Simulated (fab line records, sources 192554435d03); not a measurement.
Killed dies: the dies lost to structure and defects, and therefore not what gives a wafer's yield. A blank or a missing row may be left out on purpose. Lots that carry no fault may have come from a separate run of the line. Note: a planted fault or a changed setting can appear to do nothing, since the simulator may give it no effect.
fab line records	flow n5_finfet
[record] lots = 7	wafers = 21
route steps=1938 shown BEOL_M13@1696 BEOL_M14@1762 BEOL_M15@1801 PASS1_CAP@1874 TV_LITHO@1881 PASSIVATION@1915
start_h: the number of hours between the record's first day and the start of the first shown wafer of the lot	wait_h: hours elapsed since this lot's preceding step	" identical to the entry in the row above	L1.1+2: one row covering several wafers at once	- either no value or no given start	* or withheld: withheld	< > ~ a bound
route shown NAME@n: a module of which the file shows steps, and the number in the route of the first	usual: average and standard deviation across the fault-free wafers	same: alike in all rows	chamber/n: place in a boat	sites: the reading at each site	_std_site: standard deviation across them	_edge_site: inner sites' mean taken away from outer sites' mean	radius_mm: for every site, how far away it sits from the centre of the wafer	mask NAME#n: copy n	behind: the tool/chamber that last shaped the wafer	hold: cause of the lot's hold/its duration in hours/its outcome	device: transistor that didn't switch, given as n, p or np	end of line: the tests these same wafers got at the end of their route	a step given without rows: its recipe and nothing more	killed: the dies lost at the first sort to structure and to defects; this is not the yield of the wafer	map: shows each die of a wafer: x if killed, . if not, _ if none is there
set.NAME: the setting the step ran with; set.NAME@STEP: the setting that earlier step ran with	model.NAME: the simulator's own value behind a step, which no gauge read
one table per step and one row per wafer, for lots whose settings were changed on purpose
[[steps]]
[step N5_BEOL_M13_TRENCH_ETCH_34]
[recipe] chemistry = C4F8/O2/Ar	target = SiOC	target_depth_a = 4134.7	mask_material = SOC	pressure_mtorr = 30	source_w = 3000	bias_w = 700	Ar_flow_sccm = 400	C4F8_flow_sccm = 15	O2_flow_sccm = 8	he_inner_torr = 15	he_outer_torr = 30	time_s = 162.6	ion_energy_ev = 250
lot.wafer	tool	chamber	start_h	wait_h	set.time_s	model.etch.depth_nm
L075.1	rie_diel-03	2	251.18	0.0	162.6	410.1
L075.2	"	1	"	"	162.6	420.4
L075.6	"	2	"	"	162.6	415.3
L076.2	rie_diel-04	2	267.19	0.0	172.7	436.4
L076.4	"	3	"	"	162.6	412.9
L076.5	"	1	"	"	162.6	415.9
L079.1	rie_diel-04	2	274.99	0.0	162.6	411.2
L079.3	"	1	"	"	162.6	413.8
L079.6	"	0	"	"	162.6	426.9
L081.2	rie_diel-06	0	286.99	0.0	162.6	417.1
L081.3	"	3	"	"	134	335.9
L081.5	"	3	"	"	162.6	405.6
L089.1	rie_diel-04	3	349.76	0.0	162.6	409.4
L089.4	"	1	"	"	175.1	440.4
L089.6	"	2	"	"	175.1	447.3
L093.1	rie_diel-03	3	350.01	0.0	162.6	410.6
L093.3	"	1	"	"	140	352.9
L093.4	"	2	"	"	140	348
L088.3	rie_diel-04	1	353.74	0.0	140.4	355.5
L088.5	"	0	"	"	140.4	364.1
L088.6	"	3	"	"	162.6	413.7
[step N5_BEOL_M13_STRIP_70]
[recipe] chemistry = C4F8/O2/Ar	resist = SiARC	rf_frequency_hz = 6e+07
[step N5_BEOL_M13_OCD_MEAS_35]
[usual] trench_depth_nm = 414/5.1
lot.wafer	tool	chamber	start_h	wait_h	set.time_s@BEOL_M13_TRENCH_ETCH_34	trench_depth_nm
L075.1	ocd-02	-	251.35	0.0	162.6	410
L075.2	"	-	"	"	162.6	420
L075.6	"	-	"	"	162.6	415
L076.2	ocd-01	-	267.37	0.0	172.7	437
L076.4	"	-	"	"	162.6	414
L076.5	"	-	"	"	162.6	415
L079.1	ocd-01	-	275.16	0.0	162.6	411
L079.3	"	-	"	"	162.6	414
L079.6	"	-	"	"	162.6	427
L081.2	ocd-02	-	287.17	0.0	162.6	417
L081.3	"	-	"	"	134	336
L081.5	"	-	"	"	162.6	406
L089.1	ocd-01	-	349.94	0.0	162.6	409
L089.4	"	-	"	"	175.1	440
L089.6	"	-	"	"	175.1	448
L093.1	ocd-02	-	350.18	0.0	162.6	410
L093.3	"	-	"	"	140	353
L093.4	"	-	"	"	140	347
L088.3	ocd-01	-	353.92	0.0	140.4	356
L088.5	"	-	"	"	140.4	364
L088.6	"	-	"	"	162.6	414
[step N5_BEOL_M13_STRIP_37]
[recipe] chemistry = N2/H2	power_w = 1000	temp_c = 250	h2_frac = 0.65	overash_fraction = 0.3	pressure_mtorr = withheld	n2_flow_sccm = 1750	h2_flow_sccm = 3250
[step N5_BEOL_M13_ETCH_38]
[recipe] chemistry = CF4/N2	target = SiCN	target_depth_a = 675	taper_deg = 2	time_s = 71.9	ion_energy_ev = 150	mask_material = SiO2	pressure_mtorr = 40	source_w = 430	bias_w = 70	Ar_flow_sccm = 100	cf4_flow_sccm = 60	n2_flow_sccm = 60
[step N5_BEOL_M13_ECD_47]
[recipe] material = Cu	target_thk_a = 9360
[step N5_BEOL_M13_ANNEAL_48]
[recipe] temp_c = 225	time_s = 90	ambient = N2
[step N5_BEOL_M13_CMP_49]
[recipe] stop_on = SiOC	t_overpolish_s = 17.1	down_force_psi = 1	platen_rpm = 50	clearing_platen_down_force_psi = 1.5	clearing_platen_rpm = 50	post_cmp_clean = cu_alkaline	target_thk_nm = 420	clearing_platen_pad_velocity_m_s = 0.99484	pad_velocity_m_s = 0.99484
lot.wafer	tool	chamber	start_h	wait_h	set.time_s@BEOL_M13_TRENCH_ETCH_34	model.Cu_of_BEOL_M13_ECD_47.thk_nm
L075.1	cmp-04	1	254.21	0.3	162.6	416
L075.2	"	3	"	"	162.6	427.8
L075.6	"	2	"	"	162.6	422.4
L076.2	cmp-02	3	272.13	0.2	172.7	441.6
L076.4	"	1	"	"	162.6	417.6
L076.5	"	2	"	"	162.6	421.8
L079.1	cmp-03	1	277.94	0.3	162.6	418.4
L079.3	"	0	"	"	162.6	420
L079.6	"	1	"	"	162.6	432.8
L081.2	cmp-02	0	294.98	0.2	162.6	422.8
L081.3	"	1	"	"	134	342
L081.5	"	3	"	"	162.6	411.2
L089.1	cmp-03	2	359.32	0.3	162.6	415.6
L089.4	"	3	"	"	175.1	447
L089.6	"	2	"	"	175.1	454
L093.4	cmp-04	0	361.69	0.2	140	355.2
L093.3	"	1	"	"	140	358.8
L093.1	"	2	"	"	162.6	417
L088.3	cmp-02	3	365.40	0.2	140.4	361.4
L088.5	"	3	"	"	140.4	369.2
L088.6	"	0	"	"	162.6	418.2
[step N5_BEOL_M13_THK_MEAS_50]
[recipe] thk_meas_gauge = xrf	reads = Cu_of_BEOL_M13_ECD_47
[usual] M13_THK = 419/5.7
lot.wafer	tool	chamber	start_h	wait_h	set.time_s@BEOL_M13_TRENCH_ETCH_34	M13_THK[nm]
L075.1	film_metro-02	-	254.50	-	162.6	417
L075.2	"	-	"	"	162.6	430
L075.6	"	-	"	"	162.6	424
L076.2	film_metro-01	-	272.39	-	172.7	439
L076.4	"	-	"	"	162.6	414
L076.5	"	-	"	"	162.6	419
L079.1	film_metro-02	-	278.23	-	162.6	412
L079.3	"	-	"	"	162.6	415
L079.6	"	-	"	"	162.6	426
L081.2	film_metro-02	-	295.23	-	162.6	420
L081.3	"	-	"	"	134	342
L081.5	"	-	"	"	162.6	409
L089.1	film_metro-01	-	359.61	-	162.6	410
L089.4	"	-	"	"	175.1	443
L089.6	"	-	"	"	175.1	447
L093.1	film_metro-01	-	361.94	-	162.6	420
L093.3	"	-	"	"	140	363
L093.4	"	-	"	"	140	358
L088.3	film_metro-02	-	365.70	-	140.4	366
L088.5	"	-	"	"	140.4	372
L088.6	"	-	"	"	162.6	422
[step N5_BEOL_M13_PRE_CLEAN_52]
[recipe] gas = NH3	time_s = 15	temp_c = withheld	rf_power_w = 300
[step N5_BEOL_M13_DEP_53]
[recipe] material = SiCN	target_thk_a = 500	temp_c = withheld	precursor = 3MS/NH3	pressure_torr = 3	rf_w = 675	time_s = 17.8
[step N5_BEOL_M13_RS_MEAS_54]
[recipe] thk_meas_gauge = four-point-probe	reads = Cu_of_BEOL_M13_ECD_47+Ta_of_BEOL_M13_SPUTTER_44+TaN_of_BEOL_M13_SPUTTER_43
[usual] M13_RS = 0.0449/0.00054
lot.wafer	tool	chamber	start_h	wait_h	set.time_s@BEOL_M13_TRENCH_ETCH_34	M13_RS[ohm/sq]
L075.1	film_metro-01	-	254.66	0.1	162.6	0.0454
L075.2	"	-	"	"	162.6	0.0441
L075.6	"	-	"	"	162.6	0.0447
L076.2	film_metro-02	-	272.55	0.1	172.7	0.0426
L076.4	"	-	"	"	162.6	0.0452
L076.5	"	-	"	"	162.6	0.0446
L079.1	film_metro-01	-	278.39	0.1	162.6	0.0451
L079.3	"	-	"	"	162.6	0.0450
L079.6	"	-	"	"	162.6	0.0436
L081.2	film_metro-01	-	295.36	0.1	162.6	0.0446
L081.3	"	-	"	"	134	0.0556
L081.5	"	-	"	"	162.6	0.0460
L089.1	film_metro-02	-	359.74	0.0	162.6	0.0454
L089.4	"	-	"	"	175.1	0.0421
L089.6	"	-	"	"	175.1	0.0415
L093.1	film_metro-02	-	362.07	0.0	162.6	0.0453
L093.3	"	-	"	"	140	0.0530
L093.4	"	-	"	"	140	0.0534
L088.3	film_metro-02	-	365.83	0.1	140.4	0.0526
L088.5	"	-	"	"	140.4	0.0513
L088.6	"	-	"	"	162.6	0.0452
[step N5_BEOL_M14_SPUTTER_43]
[recipe] material = TaN	target_thk_a = 150	temp_c = 50	bias_v = 168.6	power_w = 15000	chamber_pressure_pa = 0.12	time_s = 24.19
lot.wafer	tool	chamber	start_h	wait_h	set.power_w	model.TaN_of_BEOL_M14_SPUTTER_43.thk_nm
L075.1	pvd_sputter-01	-	260.42	0.0	15000	14.8
L075.2	"	-	"	"	15000	15
L075.6	"	-	"	"	12950	12.8
L076.2+4	pvd_sputter-02	-	276.18	0.0	15000	15
L076.5	"	-	"	"	13220	13.2
L079.1+6	pvd_sputter-02	-	282.85	0.0	15000	15
L079.3	"	-	"	"	15000	15.2
L081.2	pvd_sputter-02	-	299.87	0.0	12470	12.4
L081.3+5	"	-	"	"	15000	15.2
L089.1+6	pvd_sputter-03	-	369.47	0.0	15000	14.8
L089.4	"	-	"	"	15000	15
L093.1+3+4	pvd_sputter-01	-	372.50	0.0	15000	15
L088.3	pvd_sputter-01	-	373.02	0.0	15000	15
L088.5+6	"	-	"	"	15000	15.2
[step N5_BEOL_M14_SPUTTER_44]
[recipe] material = Ta	target_thk_a = 150	temp_c = 50	bias_v = 80	power_w = 15000	chamber_pressure_pa = 0.07	time_s = 24.19
[step N5_BEOL_M14_SPUTTER_45]
[recipe] material = Cu	target_thk_a = 1000	temp_c = -20	bias_v = 60	power_w = 26000	chamber_pressure_pa = 0.13	time_s = 16.67
[step N5_BEOL_M14_ECD_47]
[recipe] material = Cu	target_thk_a = 12480
[step N5_BEOL_M14_ANNEAL_48]
[recipe] temp_c = 225	time_s = 90	ambient = N2
[step N5_BEOL_M14_CMP_49]
[recipe] stop_on = SiO2	t_overpolish_s = 5.2	down_force_psi = 2	platen_rpm = 80	clearing_platen_down_force_psi = 2	clearing_platen_rpm = 80	post_cmp_clean = cu_alkaline	target_thk_nm = 560	clearing_platen_pad_velocity_m_s = 1.5917	pad_velocity_m_s = 1.5917
[usual] barrier_field_endpoint_s = 11.53/0.26
lot.wafer	tool	chamber	start_h	wait_h	set.power_w@BEOL_M14_SPUTTER_43	barrier_field_endpoint_s
L075.2	cmp-01	2	261.36	0.2	15000	11.66
L075.1	"	3	"	"	15000	11.60
L075.6	"	2	"	"	12950	10.57
L076.4	cmp-03	2	276.99	0.2	15000	11.11
L076.2	"	3	"	"	15000	11.21
L076.5	"	2	"	"	13220	10.52
L079.3	cmp-03	2	283.66	0.2	15000	11.59
L079.1	"	0	"	"	15000	11.67
L079.6	"	1	"	"	15000	11.34
L081.2	cmp-01	0	300.71	0.3	12470	10.87
L081.3	"	1	"	"	15000	11.87
L081.5	"	2	"	"	15000	11.82
L089.1	cmp-03	1	370.66	0.3	15000	11.59
L089.4	"	3	"	"	15000	11.45
L089.6	"	1	"	"	15000	11.43
L093.1	cmp-03	2	373.27	0.3	15000	11.91
L093.3	"	0	"	"	15000	11.97
L093.4	"	1	"	"	15000	11.27
L088.3	cmp-03	2	373.90	0.3	15000	11.38
L088.5	"	3	"	"	15000	11.38
L088.6	"	0	"	"	15000	11.37
[step N5_BEOL_M15_PEB_26]
[recipe] peb_temp_c = 130	peb_time_s = 90
lot.wafer	tool	chamber	start_h	wait_h	set.peb_time_s
L075.1+6	litho_track-03	0	263.83	0.1	90
L075.2	"	0	"	"	69.88
L076.2+4+5	litho_track-02	0	280.14	0.0	90
L079.1+3+6	litho_track-02	0	286.28	0.1	90
L081.2+3+5	litho_track-02	0	303.46	0.0	90
L089.1+4+6	litho_track-03	0	373.28	0.1	90
L093.1+4	litho_track-04	0	375.65	0.1	69.79
L093.3	"	0	"	"	90
L088.3+6	litho_track-03	0	376.42	0.0	90
L088.5	"	0	"	"	95.99
[step N5_BEOL_M15_DEVELOP_27]
[recipe] develop_time_s = 45	rinse_liquid = diw	dry = air_spin	dev_temp_c = 21
[step N5_BEOL_M15_HARDBAKE_32]
[recipe] temp_c = 130	time_s = 120
[step N5_BEOL_M15_CD_MEAS_28]
[recipe] target_cd_nm = 407.6	landing_energy_ev = 500	detector = se_inlens
[usual] cd_nm = 408.0/1.7
lot.wafer	tool	chamber	start_h	wait_h	set.peb_time_s@BEOL_M15_PEB_26	cd_nm
L075.1	cd_sem-01	0	263.94	-	90	407.9
L075.2	"	0	"	"	69.88	397.4
L075.6	"	0	"	"	90	406.9
L076.2	cd_sem-02	0	280.25	-	90	406.1
L076.4	"	0	"	"	90	409.7
L076.5	"	0	"	"	90	406.5
L079.1	cd_sem-01	0	286.40	-	90	409.0
L079.3	"	0	"	"	90	408.8
L079.6	"	0	"	"	90	408.6
L081.2	cd_sem-01	0	303.57	-	90	407.3
L081.3	"	0	"	"	90	408.0
L081.5	"	0	"	"	90	407.8
L089.1	cd_sem-03	0	373.40	-	90	406.4
L089.4	"	0	"	"	90	408.4
L089.6	"	0	"	"	90	407.4
L093.1	cd_sem-01	0	375.77	-	69.79	394.2
L093.3	"	0	"	"	90	403.8
L093.4	"	0	"	"	69.79	392.9
L088.3	cd_sem-03	0	376.54	-	90	408.5
L088.5	"	0	"	"	95.99	411.5
L088.6	"	0	"	"	90	408.9
[step N5_BEOL_M15_DESCUM_33]
[recipe] chemistry = O2	time_s = 7.9	source_power_w = 50	bias_power_w = 20	pressure_mtorr = 20	rf_frequency_hz = 2.712e+07	temp_c = 40	o2_flow_sccm = 225
lot.wafer	tool	chamber	start_h	wait_h	set.peb_time_s@BEOL_M15_PEB_26	model.BEOL_M15.cd_nm
L075.1	rie_diel-03	0	264.17	0.2	90	408.2
L075.2	"	3	"	"	69.88	397.6
L075.6	"	3	"	"	90	407
L076.2	rie_diel-06	3	280.40	0.1	90	406.4
L076.4	"	2	"	"	90	409.8
L076.5	"	3	"	"	90	407
L079.1	rie_diel-04	1	286.49	0.0	90	409.4
L079.3+6	"	0,2	"	"	90	408.4
L081.2	rie_diel-03	1	303.66	0.0	90	407.2
L081.3	"	2	"	"	90	408.2
L081.5	"	3	"	"	90	408
L089.1	rie_diel-06	0	373.51	0.0	90	406.4
L089.4	"	2	"	"	90	408.2
L089.6	"	1	"	"	90	407
L093.1	rie_diel-04	1	375.85	0.0	69.79	394
L093.3	"	2	"	"	90	404
L093.4	"	3	"	"	69.79	393
L088.3	rie_diel-06	0	376.85	0.3	90	408.6
L088.5	"	2	"	"	95.99	411.6
L088.6	"	1	"	"	90	409
[step N5_BEOL_M15_ETCH_61]
[recipe] chemistry = N2/H2	target = BARC	target_depth_a = 890	overetch_a = 267	time_s = 67.9	ion_energy_ev = 200	pressure_mtorr = 30	source_w = 840	bias_w = 150	n2_flow_sccm = 200	h2_flow_sccm = 200
[step N5_BEOL_M15_TRENCH_ETCH_34]
[recipe] chemistry = C4F8/O2/Ar	target = SiO2	target_depth_a = 8729.3	he_inner_torr = 15	he_outer_torr = 30	time_s = 199	ion_energy_ev = 800	pressure_mtorr = 20	source_w = 1905	bias_w = 2040	Ar_flow_sccm = 400	C4F8_flow_sccm = 16	O2_flow_sccm = 12
lot.wafer	tool	chamber	start_h	wait_h	set.peb_time_s@BEOL_M15_PEB_26	model.BEOL_M15.cd_nm
L075.1	rie_diel-03	0	264.26	0.0	90	401.2
L075.2	"	3	"	"	69.88	390.6
L075.6	"	3	"	"	90	400.4
L076.2	rie_diel-06	3	280.48	0.0	90	399.4
L076.4	"	2	"	"	90	404.2
L076.5	"	3	"	"	90	400.8
L079.1	rie_diel-04	1	286.57	0.0	90	402
L079.3	"	0	"	"	90	400.6
L079.6	"	2	"	"	90	400
L081.2	rie_diel-03	1	303.75	0.0	90	399.6
L081.3	"	2	"	"	90	400.8
L081.5	"	3	"	"	90	400.2
L089.1	rie_diel-06	0	373.59	0.0	90	399.2
L089.4	"	2	"	"	90	401.8
L089.6	"	1	"	"	90	400.2
L093.1	rie_diel-04	1	376.07	0.2	69.79	385.8
L093.3	"	3	"	"	90	395.4
L093.4	"	0	"	"	69.79	385
L088.3+6	rie_diel-06	0,1	376.93	0.0	90	400.8
L088.5	"	2	"	"	95.99	404
[step N5_PASSIVATION_PECVD_01]
[recipe] material = SiNx	target_thk_a = 2000	temp_c = 400	precursor = SiH4/NH3/N2	pressure_torr = 4.9	rf_w = 1406	time_s = 43.2
lot.wafer	tool	chamber	start_h	wait_h	set.time_s	model.SiNx_of_PASSIVATION_PECVD_01.thk_nm
L075.1	pecvd-01	2	277.48	0.0	43.2	196.6
L075.2	"	0	"	"	43.2	196.8
L075.6	"	0	"	"	46.76	217.2
L076.2	pecvd-03	2	291.05	0.0	37.53	169.8
L076.4	"	1	"	"	43.2	197.6
L076.5	"	2	"	"	43.2	200.8
L079.1	pecvd-01	0	299.88	0.0	43.2	197.4
L079.3	"	2	"	"	43.2	200.4
L079.6	"	1	"	"	43.2	202.4
L081.2	pecvd-04	0	312.17	0.0	49.24	224.6
L081.3	"	2	"	"	49.24	226.6
L081.5	"	2	"	"	43.2	204.4
L089.1	pecvd-04	1	385.77	0.0	49.43	226.6
L089.4	"	1	"	"	43.2	203.2
L089.6	"	1	"	"	43.2	200.4
L093.1	pecvd-04	1	386.96	0.0	47.04	217
L093.3	"	1	"	"	43.2	200.2
L093.4	"	0	"	"	47.04	216.4
L088.3	pecvd-01	2	392.12	0.0	43.2	202.4
L088.5	"	0	"	"	40.42	191.2
L088.6	"	2	"	"	40.42	191
[step N5_PASSIVATION_DEVELOP_09]
[recipe] develop_time_s = 60	rinse_liquid = diw	dry = air_spin	dev_temp_c = 21
lot.wafer	tool	chamber	start_h	wait_h	set.develop_time_s
L075.1+6	litho_track-05	0	-	-	60
L075.2	"	0	"	"	51.62
L076.2+5	litho_track-02	0	-	-	51.25
L076.4	"	0	"	"	60
L079.1+3+6	litho_track-05	0	-	-	60
L081.2+3+5	litho_track-05	0	-	-	60
L093.1+3	litho_track-02	0	-	-	60
L093.4	"	0	"	"	55.86
L089.1+4+6	litho_track-02	0	-	-	60
L088.3	litho_track-05	0	-	-	70.7
L088.5+6	"	0	"	"	60
[step N5_PASSIVATION_PECVD_53]
[recipe] material = SiO2	target_thk_a = 8000	temp_c = 400	precursor = TEOS/O2	pressure_torr = 6.5	rf_w = withheld	teos_flow_sccm = withheld	gas = O2	flow_sccm = 2650	time_s = 169.4
lot.wafer	tool	chamber	start_h	wait_h	set.temp_c	model.SiO2_of_PASSIVATION_PECVD_53.thk_nm
L075.1	pecvd-02	1	283.97	0.0	400	797.2
L075.2	"	0	"	"	409.1	746.2
L075.6	"	0	"	"	409.1	763.4
L076.2	pecvd-04	0	295.41	0.0	400	811.8
L076.4	"	1	"	"	408.1	772
L076.5	"	2	"	"	400	815
L079.1	pecvd-02	2	304.82	0.0	400	781.4
L079.3	"	1	"	"	400	794.8
L079.6	"	2	"	"	400	802.4
L081.2	pecvd-04	1	315.93	0.0	400	793.8
L081.3	"	0	"	"	394.2	825.6
L081.5	"	1	"	"	400	801.8
L093.1	pecvd-02	2	390.88	0.0	405.6	765
L093.3	"	1	"	"	405.6	782.6
L093.4	"	2	"	"	405.6	779.8
L089.1	pecvd-03	0	391.22	0.0	400	766.2
L089.4	"	0	"	"	395.3	810.2
L089.6	"	2	"	"	395.3	809.4
L088.3	pecvd-03	2	395.97	0.0	400	781.8
L088.5	"	0	"	"	400	792.6
L088.6	"	1	"	"	400	790.6
[step N5_PASSIVATION_PROBE_49]
[usual] killed_dies = 99/17
lot.wafer	tool	chamber	start_h	wait_h	set.time_s@PASSIVATION_PECVD_01	set.time_s@BEOL_M9_ILD_DEP_00	set.peb_time_s@PMOS_HMC_CHANNEL_EPI_PEB_07	killed_dies
L075.1	prober-01	-	288.04	0.0	43.2	58	60	88
L075.2	prober-01	-	288.09	0.1	43.2	58	60	264
L075.6	prober-01	-	288.29	0.3	46.76	58	60	556
L076.2	prober-02	-	299.18	0.1	37.53	58	60	84
L076.4	prober-02	-	299.28	0.2	43.2	51.86	60	109
L076.5	prober-02	-	299.33	0.2	43.2	51.86	60	93
L079.1	prober-02	-	309.02	0.0	43.2	58	60	123
L079.3	prober-02	-	309.12	0.1	43.2	58	60	119
L079.6	prober-02	-	309.27	0.3	43.2	58	60	79
L081.2	prober-02	-	319.66	0.1	49.24	58	53.56	1148
L081.3	prober-02	-	319.71	0.1	49.24	58	53.56	1151
L081.5	prober-02	-	319.81	0.2	43.2	49.5	60	261
L093.1	prober-01	-	394.71	0.0	47.04	58	66.28	789
L093.3	prober-01	-	394.81	0.1	43.2	58	66.28	466
L093.4	prober-01	-	394.86	0.2	47.04	64.47	60	1069
L089.1	prober-01	-	395.10	0.0	49.43	58	71.91	1166
L089.4	prober-01	-	395.25	0.2	43.2	58	60	78
L089.6	prober-01	-	395.35	0.3	43.2	58	60	117
L088.3	prober-01	-	399.87	0.1	43.2	58	63.75	121
L088.5	prober-01	-	399.97	0.2	40.42	61.09	60	91
L088.6	prober-01	-	400.02	0.3	40.42	61.09	60	72
[[key]]
[split] step = N5_BEOL_M13_TRENCH_ETCH_34	setting = time_s	stated = 162.6	by = wafer
[response] step = N5_BEOL_M13_TRENCH_ETCH_34	reading = model.etch.depth_nm	change = +4.2	per = 1%	r = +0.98
[response] step = N5_BEOL_M13_OCD_MEAS_35	reading = trench_depth_nm	change = +4.2	per = 1%	r = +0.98
[response] step = N5_BEOL_M13_CMP_49	reading = model.Cu_of_BEOL_M13_ECD_47.thk_nm	change = +4.17	per = 1%	r = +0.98
[response] step = N5_BEOL_M13_THK_MEAS_50	reading = M13_THK	change = +4.13	per = 1%	r = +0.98
[response] step = N5_BEOL_M13_RS_MEAS_54	reading = M13_RS	change = -0.000544	per = 1%	r = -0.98
[split] step = N5_BEOL_M14_SPUTTER_43	setting = power_w	stated = 15000	by = wafer
[response] step = N5_BEOL_M14_SPUTTER_43	reading = model.TaN_of_BEOL_M14_SPUTTER_43.thk_nm	change = +0.159	per = 1%	r = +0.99
[response] step = N5_BEOL_M14_CMP_49	reading = barrier_field_endpoint_s	change = +0.063	per = 1%	r = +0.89
[split] step = N5_BEOL_M15_PEB_26	setting = peb_time_s	stated = 90	by = wafer
[response] step = N5_BEOL_M15_CD_MEAS_28	reading = cd_nm	change = +0.449	per = 1%	r = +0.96
[response] step = N5_BEOL_M15_DESCUM_33	reading = model.BEOL_M15.cd_nm	change = +0.456	per = 1%	r = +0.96
[response] step = N5_BEOL_M15_TRENCH_ETCH_34	reading = model.BEOL_M15.cd_nm	change = +0.452	per = 1%	r = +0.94
[split] step = N5_PASSIVATION_PECVD_01	setting = time_s	stated = 43.2	by = wafer
[response] step = N5_PASSIVATION_PECVD_01	reading = model.SiNx_of_PASSIVATION_PECVD_01.thk_nm	change = +1.87	per = 1%	r = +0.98
[response] step = N5_PASSIVATION_PROBE_49	reading = killed_dies	slope = +37.2	per = 1%	together_with = time_s@BEOL_M9_ILD_DEP_00,peb_time_s@PMOS_HMC_CHANNEL_EPI_PEB_07	explained = 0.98
[split] step = N5_PASSIVATION_DEVELOP_09	setting = develop_time_s	stated = 60	by = wafer
response none in this file
[split] step = N5_PASSIVATION_PECVD_53	setting = temp_c	stated = 400	by = wafer
[response] step = N5_PASSIVATION_PECVD_53	reading = model.SiO2_of_PASSIVATION_PECVD_53.thk_nm	change = -21.3	per = 1%	r = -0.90
split outside_this_file step=N5_PMOS_HMC_CHANNEL_EPI_PEB_07 setting=peb_time_s
split outside_this_file step=N5_BEOL_M9_ILD_DEP_00 setting=time_s
// split outside_this_file: this setting was split too, and the file shows its column; the key of that split is in another file
